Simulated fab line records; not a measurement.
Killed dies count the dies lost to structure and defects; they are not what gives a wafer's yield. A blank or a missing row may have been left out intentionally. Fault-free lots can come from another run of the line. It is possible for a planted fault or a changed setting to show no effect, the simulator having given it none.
fab line records	flow n5_finfet
[record] lots = 9	wafers = 26	last_day = 19
route steps=1938 shown DUMMY_GATE@240 SD_EPI_N@268 BEOL_M4@1111
lots that met no fault: taken from a fault-free run of the same line
start_h: start of the lot's first displayed wafer, in hours after the record's first day	wait_h: time in hours since the lot's previous step	" same as the row above	L1.1+2: a row that stands for several wafers	- no value, or no start was given	* or withheld: withheld	< > ~ a bound
route shown NAME@n: names a module that has steps shown in the file, with the first one's number in the route	usual: mean/standard deviation taken from wafers without a fault	same: alike in all rows	chamber/n: place in a boat	sites: per-site readings	_std_site: the standard deviation of these	_edge_site: outer sites' mean less inner sites'	radius_mm: for every site, how far away it sits from the centre of the wafer	mask NAME#n: copy n	behind: the last tool/chamber to shape the wafer	hold: what put the lot on hold/how long, in hours/how the hold closed	device: the transistor (n, p or np) that didn't switch	end of line: the route-end tests of the same wafers	a step given without rows: its recipe and nothing more	killed: the dies lost at the first sort to structure and to defects; this is not the yield of the wafer	map: dies across one wafer; x = killed, . = not, _ = none there
set.NAME: the setting the step ran with; set.NAME@STEP: the setting that earlier step ran with	model.NAME: the simulator's own value behind a step, which no gauge read
steps of the route over a sample of lots; a table a step, a row a wafer
services: when a tool's chamber went out of use (start_h, in hours from the record's first day, below 0 if earlier), for how many hours, and the reason
[[steps]]
[step N5_DUMMY_GATE_TRIM_49]
[recipe] chemistry = O2	resist = SOC	time_s = 29	target_cd_nm = 14	source_power_w = 300	bias_power_w = 0	O2_flow_sccm = 100	temp_c = 20
[usual] drypump_motor_current_A = 5.8/0.42	oes_product_au = 1.002/0.017	throttle_valve_pct = 8.15/0.17
lot.wafer	tool	chamber	start_h	wait_h	drypump_motor_current_A	oes_product_au	rf_hours_counter_h	throttle_valve_pct
L308.2	rie_si-02	1	48.63	0.0	6.4	1.006	56	8.05
L308.3	"	0	"	"	5.8	1.013	43	8.15
L308.5	"	0	"	"	5.8	1.017	-	8.15
L310.3	rie_si-06	0	60.75	0.0	5.9	1.006	6	7.98
L310.6	"	1	"	"	5.3	1.030	-	8.59
L316.2	rie_si-02	2	97.43	0.0	4.9	0.987	30	8.23
L316.4	"	3	"	"	5.8	0.971	126	8.15
L316.5	"	1	"	"	6.4	1.000	-	8.05
L318.1	rie_si-06	2	109.84	0.0	5.2	1.023	85	8.05
L318.5	"	3	"	"	6.2	1.026	-	8.06
L318.6	"	0	"	"	5.9	1.009	-	8.02
L320.1	rie_si-06	1	118.10	0.0	5.4	0.997	0	8.33
L320.2	"	3	"	"	6.2	1.024	60	8.05
L320.4	"	2	"	"	5.2	1.018	85	8.04
L321.1	rie_si-06	2	126.46	0.0	5.2	1.013	86	8.04
L321.5	"	2	"	"	5.2	1.018	-	8.04
L321.6	"	3	"	"	6.2	1.019	-	8.06
L326.4	rie_si-01	0	155.11	0.0	5.8	0.997	94	8.05
L326.5	"	2	"	"	6.2	0.972	-	8.49
L326.6	"	3	"	"	6.3	0.985	-	7.98
L327.2	rie_si-02	1	160.46	0.0	6.4	1.011	58	8.04
L327.3	"	2	"	"	4.9	0.996	31	8.22
L327.5	"	0	"	"	5.8	1.022	-	8.16
L331.1	rie_si-01	3	185.15	0.0	6.3	0.989	35	8.01
L331.3	"	1	"	"	5.8	0.996	87	8.20
L331.5	"	1	"	"	5.8	0.992	-	8.21
[step N5_DUMMY_GATE_HM_OPEN_21]
[recipe] chemistry = CH3F/O2	target = SiNx	target_depth_a = 1200	Ar_flow_sccm = 150	CH3F_flow_sccm = 30	O2_flow_sccm = 23	time_s = 171.4	pressure_mtorr = 30	source_w = 395	bias_w = 73	ion_energy_ev = 120.7
[usual] drypump_motor_current_A = 5.6/0.42	oes_o_777_au = 0.78/0.071	oes_product_au = 0.78/0.077	rf_vpp_V = 300/5.3	showerhead_plenum_p_Torr = 2.03/0.054	throttle_valve_pct = 16.47/0.23
lot.wafer	tool	chamber	start_h	wait_h	drypump_motor_current_A	oes_o_777_au	oes_product_au	rf_hours_counter_h	rf_vpp_V	showerhead_plenum_p_Torr	throttle_valve_pct
L308.2	rie_diel-02	3	48.99	0.0	5.6	0.70	0.70	219	297	1.98	16.57
L308.3	"	0	"	"	5.1	0.74	0.73	157	302	2.12	16.80
L308.5	"	0	"	"	5.1	0.73	0.73	-	304	2.12	16.80
L310.3	rie_diel-02	0	61.16	0.0	5.1	0.73	0.72	161	302	2.12	16.82
L310.6	"	3	"	"	5.6	0.68	0.70	-	297	1.98	16.59
L316.2	rie_diel-02	0	97.98	0.0	5.1	0.73	0.71	172	304	2.11	16.83
L316.4	"	3	"	"	5.6	0.68	0.69	236	296	1.97	16.60
L316.5	"	3	"	"	5.6	0.68	0.69	-	296	1.98	16.61
L318.1	rie_diel-05	2	110.20	0.0	6.2	0.87	0.87	41	310	2.06	16.08
L318.5	"	1	"	"	5.6	0.75	0.74	-	300	2.08	16.37
L318.6	"	0	"	"	5.3	0.86	0.86	-	292	1.98	16.18
L320.1	rie_diel-06	1	118.38	0.0	6.6	0.70	0.69	210	303	1.99	16.48
L320.2	"	0	"	"	5.2	0.79	0.82	93	309	1.97	16.68
L320.4	"	2	"	"	5.6	0.77	0.76	159	299	2.12	16.52
L321.1	rie_diel-05	0	126.74	0.0	5.2	0.86	0.86	67	291	1.98	16.19
L321.5	"	2	"	"	6.2	0.86	0.87	-	311	2.05	16.10
L321.6	"	3	"	"	5.1	0.70	0.69	-	303	2.01	16.80
L326.4	rie_diel-02	2	155.46	0.1	6.0	0.81	0.77	-	298	2.01	16.38
L326.5	"	0	"	"	5.1	0.71	0.71	-	303	2.11	16.86
L326.6	"	1	"	"	5.7	0.84	0.85	-	291	1.96	16.41
L327.2	rie_diel-02	2	160.75	0.0	6.0	0.81	0.77	150	300	2.01	16.41
L327.3	"	0	"	"	5.1	0.71	0.70	188	303	2.11	16.86
L327.5	"	2	"	"	6.1	0.80	0.77	-	300	2.01	16.39
L331.1	rie_diel-02	2	185.71	0.0	6.0	0.80	0.76	160	301	2.01	16.42
L331.3	"	3	"	"	5.6	0.96	0.97	2	298	1.97	16.13
L331.5	"	3	"	"	5.6	0.95	0.97	-	297	1.97	16.11
[step N5_SD_EPI_N_PEB_07]
[recipe] peb_temp_c = 110	peb_time_s = 60	resist = CAR-ArF-block
[usual] heater_power_total_W = 175.1/1.6	resist_line_temp_C = 22.98/0.12
lot.wafer	tool	chamber	start_h	wait_h	heater_power_total_W	resist_line_temp_C
L308.2	litho_track-02	0	50.70	0.0	176.2	23.16
L308.3	"	0	"	"	175.3	23.02
L308.5	"	0	"	"	173.9	23.03
L310.3	litho_track-03	0	62.74	0.0	176.1	22.78
L310.6	"	0	"	"	173.1	23.05
L316.2	litho_track-02	0	100.50	0.0	173.8	23.09
L316.4	"	0	"	"	175.0	22.89
L316.5	"	0	"	"	173.2	22.96
L318.1	litho_track-02	0	111.91	0.1	191.0	22.91
L318.5	"	0	"	"	190.0	22.98
L318.6	"	0	"	"	190.4	22.86
L320.1	litho_track-02	0	120.18	0.1	188.7	22.90
L320.2	"	0	"	"	187.3	22.90
L320.4	"	0	"	"	188.4	23.16
L321.1	litho_track-02	0	128.32	0.1	191.3	23.08
L321.5	"	0	"	"	190.4	22.94
L321.6	"	0	"	"	187.8	22.98
L326.4	litho_track-03	0	157.12	0.0	174.5	23.08
L326.5	"	0	"	"	173.6	23.02
L326.6	"	0	"	"	177.3	23.00
L327.2	litho_track-03	0	162.50	0.0	174.6	23.14
L327.3	"	0	"	"	174.6	22.90
L327.5	"	0	"	"	175.5	23.18
L331.1	litho_track-03	0	187.96	0.1	174.6	23.02
L331.3	"	0	"	"	174.5	23.09
L331.5	"	0	"	"	177.6	22.97
[step N5_SD_EPI_N_CD_MEAS_09]
[recipe] target_cd_nm = 120	landing_energy_ev = 500	detector = se_inlens
[usual] cd_nm = 120.0/0.72
lot.wafer	tool	chamber	start_h	wait_h	cd_nm
L308.2	cd_sem-03	0	50.77	-	119.6
L308.3	"	0	"	"	118.7
L308.5	"	0	"	"	120.3
L310.3	cd_sem-03	0	62.81	-	120.4
L310.6	"	0	"	"	119.4
L316.2	cd_sem-03	0	100.56	-	120.3
L316.4	"	0	"	"	121.0
L316.5	"	0	"	"	122.2
L318.1	cd_sem-01	0	111.97	-	116.1
L318.5	"	0	"	"	115.2
L318.6	"	0	"	"	115.6
L320.1	cd_sem-02	0	120.25	-	116.8
L320.2	"	0	"	"	116.9
L320.4	"	0	"	"	117.3
L321.1	cd_sem-01	0	128.39	-	116.6
L321.5	"	0	"	"	115.7
L321.6	"	0	"	"	117.3
L326.4	cd_sem-03	0	157.19	-	119.9
L326.5	"	0	"	"	120.0
L326.6	"	0	"	"	119.1
L327.2	cd_sem-02	0	162.57	-	120.2
L327.3	"	0	"	"	118.9
L327.5	"	0	"	"	119.2
L331.1	cd_sem-01	0	188.03	-	118.8
L331.3	"	0	"	"	119.7
L331.5	"	0	"	"	119.7
[step N5_SD_EPI_N_ETCH_16]
[recipe] chemistry = CHF3/O2	target = SiO2	target_depth_a = 50	mask_material = SOC	pressure_mtorr = 30	source_w = 650	bias_w = 170	Ar_flow_sccm = 200	CHF3_flow_sccm = 50	O2_flow_sccm = 5	ion_energy_ev = 200
[usual] drypump_motor_current_A = 5.5/0.38	oes_o_777_au = 0.80/0.087	oes_product_au = 0.80/0.095	rf_vpp_V = 521/9.9	showerhead_plenum_p_Torr = 2.41/0.088	throttle_valve_pct = 18.91/0.24
lot.wafer	tool	chamber	start_h	wait_h	drypump_motor_current_A	oes_o_777_au	oes_product_au	rf_hours_counter_h	rf_vpp_V	showerhead_plenum_p_Torr	throttle_valve_pct
L308.2	rie_diel-01	3	51.47	0.1	5.0	0.69	0.67	244	539	2.47	19.11
L308.3	"	1	"	"	5.2	0.72	0.72	206	523	2.48	18.95
L308.5	"	1	"	"	5.2	0.73	0.71	-	523	2.49	18.96
L310.3	rie_diel-04	3	63.82	0.1	5.9	0.71	0.70	229	506	2.28	19.22
L310.6	"	3	"	"	5.9	0.70	0.71	-	505	2.28	19.21
L316.2	rie_diel-03	2	101.36	0.1	5.5	0.78	0.80	100	512	2.33	18.98
L316.4	"	3	"	"	5.5	0.82	0.81	67	513	2.53	18.64
L316.5	"	0	"	"	5.3	0.80	0.78	-	542	2.33	18.85
L318.1	rie_diel-01	1	112.89	0.1	5.2	0.71	0.69	233	521	2.47	19.00
L318.5	"	1	"	"	5.2	0.70	0.70	-	522	2.47	19.00
L318.6	"	0	"	"	5.5	0.67	0.67	-	532	2.38	19.19
L320.1	rie_diel-01	3	120.95	0.1	5.0	0.96	0.96	7	520	2.47	18.66
L320.2	"	2	"	"	6.0	0.70	0.70	214	506	2.29	19.04
L320.4	"	0	"	"	5.5	0.67	0.68	248	530	2.38	19.19
L321.1	rie_diel-04	1	129.09	0.1	6.5	0.89	0.89	30	530	2.37	19.15
L321.5	"	0	"	"	5.1	0.70	0.68	-	523	2.39	19.27
L321.6	"	2	"	"	5.4	0.82	0.83	-	522	2.44	18.60
L326.4	rie_diel-03	3	157.91	0.0	5.5	0.80	0.79	-	512	2.52	18.67
L326.5	"	2	"	"	5.6	0.77	0.78	-	515	2.33	19.01
L326.6	"	1	"	"	5.3	0.92	0.91	-	524	2.57	18.57
L327.2	rie_diel-04	2	163.27	0.1	5.5	0.80	0.81	87	522	2.44	18.62
L327.3	"	0	"	"	5.1	0.70	0.67	259	525	2.38	19.30
L327.5	"	2	"	"	5.4	0.79	0.81	-	523	2.44	18.62
L331.1	rie_diel-03	0	189.21	0.1	5.4	0.78	0.76	136	541	2.32	18.89
L331.3	"	3	"	"	5.5	0.79	0.77	93	514	2.52	18.68
L331.5	"	1	"	"	5.3	0.90	0.89	-	524	2.57	18.59
[step N5_BEOL_M4_RC_MEAS_101]
[usual] DIBL_N = 36.5/1.9	DIBL_P = 36.4/2.2	IOFF_N = 0.17/0.034	IOFF_P = 0.21/0.036	ION_N = 678/12	ION_P = 462/7.1	SS_N = 71.7/0.61	SS_P = 73.4/0.71	VT_N = 249/3.5	VT_P = -251/3
lot.wafer	tool	chamber	start_h	wait_h	DIBL_N[mV/V]	DIBL_P[mV/V]	IOFF_N[nA/um]	IOFF_P[nA/um]	ION_N[uA/um]	ION_P[uA/um]	SS_N[mV/dec]	SS_P[mV/dec]	VT_N[mV]	VT_P[mV]
L308.2	prober-01	0	185.84	0.2	37.7	37.9	0.21	0.25	689	467	72.5	74.7	244	-249
L308.3	"	0	"	"	36.6	37.3	0.18	0.23	679	465	71.9	74.8	248	-250
L308.5	"	0	"	"	37.5	37.5	0.19	0.23	683	461	72.7	73.5	246	-251
L310.3	prober-02	0	204.51	0.3	39.2	39.0	0.22	0.23	689	462	72.0	74.0	246	-252
L310.6	"	0	"	"	39.5	38.4	0.22	0.24	677	464	72.4	73.7	245	-252
L316.2	prober-01	0	237.59	0.2	36.3	34.0	0.13	0.17	664	456	70.8	72.6	253	-258
L316.4	"	0	"	"	36.0	33.9	0.13	0.16	671	453	70.9	73.0	252	-255
L316.5	"	0	"	"	35.0	32.9	0.12	0.16	658	458	71.3	72.2	256	-256
L318.1	prober-02	0	254.45	0.0	34.8	36.8	0.14	0.22	680	472	71.0	72.4	249	-247
L318.5	"	0	"	"	35.9	37.5	0.16	0.22	672	464	72.0	72.7	249	-249
L318.6	"	0	"	"	38.4	41.5	0.22	0.30	706	483	72.2	73.6	243	-243
L320.1	prober-01	0	276.51	0.0	38.7	36.9	0.17	0.20	686	460	71.9	73.5	248	-252
L320.2	"	0	"	"	37.4	35.4	0.15	0.18	657	455	71.2	73.8	254	-254
L320.4	"	0	"	"	39.8	39.0	0.20	0.24	690	466	72.5	74.3	249	-252
L321.1	prober-01	0	289.49	0.0	37.5	36.2	0.16	0.18	668	446	72.7	73.4	253	-259
L321.5	"	0	"	"	38.6	39.0	0.19	0.22	682	451	71.7	73.4	247	-252
L321.6	"	0	"	"	37.2	37.2	0.16	0.19	672	452	72.5	73.2	254	-253
L327.2	prober-01	0	298.12	0.2	36.8	38.1	0.18	0.22	676	468	71.6	73.6	248	-252
L327.3	"	0	"	"	35.3	37.1	0.16	0.19	673	456	72.2	72.8	251	-254
L327.5	"	0	"	"	35.3	37.4	0.17	0.20	689	470	72.2	72.9	249	-252
L326.4	prober-01	0	307.56	0.5	33.3	34.4	0.14	0.16	686	462	72.0	72.5	250	-254
L326.5	"	0	"	"	33.8	34.5	0.12	0.16	662	455	71.7	73.3	254	-253
L326.6	"	0	"	"	35.5	36.3	0.16	0.19	674	456	71.9	73.9	250	-253
L331.1	prober-01	0	347.71	0.0	36.4	35.3	0.16	0.21	669	459	71.8	73.7	250	-250
L331.3	"	0	"	"	34.1	32.6	0.13	0.17	673	464	71.4	72.4	253	-253
L331.5	"	0	"	"	34.1	32.6	0.13	0.18	676	466	71.1	73.0	251	-252
[[services]]
tool	chamber	start_h	hours	kind
rie_diel-01	3	32.21	1.2	repair
rie_diel-05	0	32.32	29.0	repair
rie_diel-04	3	35.70	3.2	repair
rie_diel-06	1	36.08	7.9	repair
rie_diel-01	1	44.79	3.1	repair
rie_diel-05	3	51.80	1.8	repair
rie_si-06	3	54.54	12.4	repair
rie_diel-04	1	80.43	8.6	repair
rie_diel-01	2	88.49	2.0	repair
rie_diel-06	-	95.50	1.1	repair
rie_diel-02	0	110.40	10.7	repair
rie_diel-03	-	111.08	2.8	pm
rie_diel-02	-	134.86	0.7	repair
rie_diel-03	1	141.39	6.8	repair
rie_diel-02	3	147.66	-	clean
rie_diel-02	3	147.66	-	consumable_replace:focus_ring
rie_diel-02	3	147.66	33.6	scheduled_down
rie_diel-02	3	147.66	33.6	vent_cycle
rie_diel-03	0	149.41	9.5	repair
rie_diel-04	2	165.85	1.5	repair
rie_si-01	1	167.47	8.7	repair
rie_diel-04	0	170.71	17.3	repair
rie_diel-01	3	183.63	4.1	repair
rie_si-02	1	185.99	5.2	repair
[[key]]
[first_sign] step = N5_SD_EPI_N_PEB_07	reading = heater_power_total_W	direction = up	sigmas = 9.2	usual = *	struck = *
[effect] step = N5_SD_EPI_N_CD_MEAS_09	reading = cd_nm	direction = down	sigmas = 5	usual = 120.0	struck = 116.4	through = control_loop
met_at N5_SD_EPI_N_PEB_07
struck_lots L318,L320,L321
[loop_trim] step = N5_SD_EPI_N_EXPOSE_06	setting = dose	lots = L321
not_acting_at N5_DUMMY_GATE_TRIM_49,N5_DUMMY_GATE_HM_OPEN_21,N5_SD_EPI_N_ETCH_16
onset_between 100.50 111.91
[fault] kind = process_parameter_drift	tool = litho_track-02	chamber = -	onset_h = 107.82	steps = N5_SD_EPI_N_PEB_07	channel = peb_time_s	offset = *	shape = step	end_h = 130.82	acts_in = *	stated = *
// loop_trim: a control loop set the setting to another value than it would have without faults
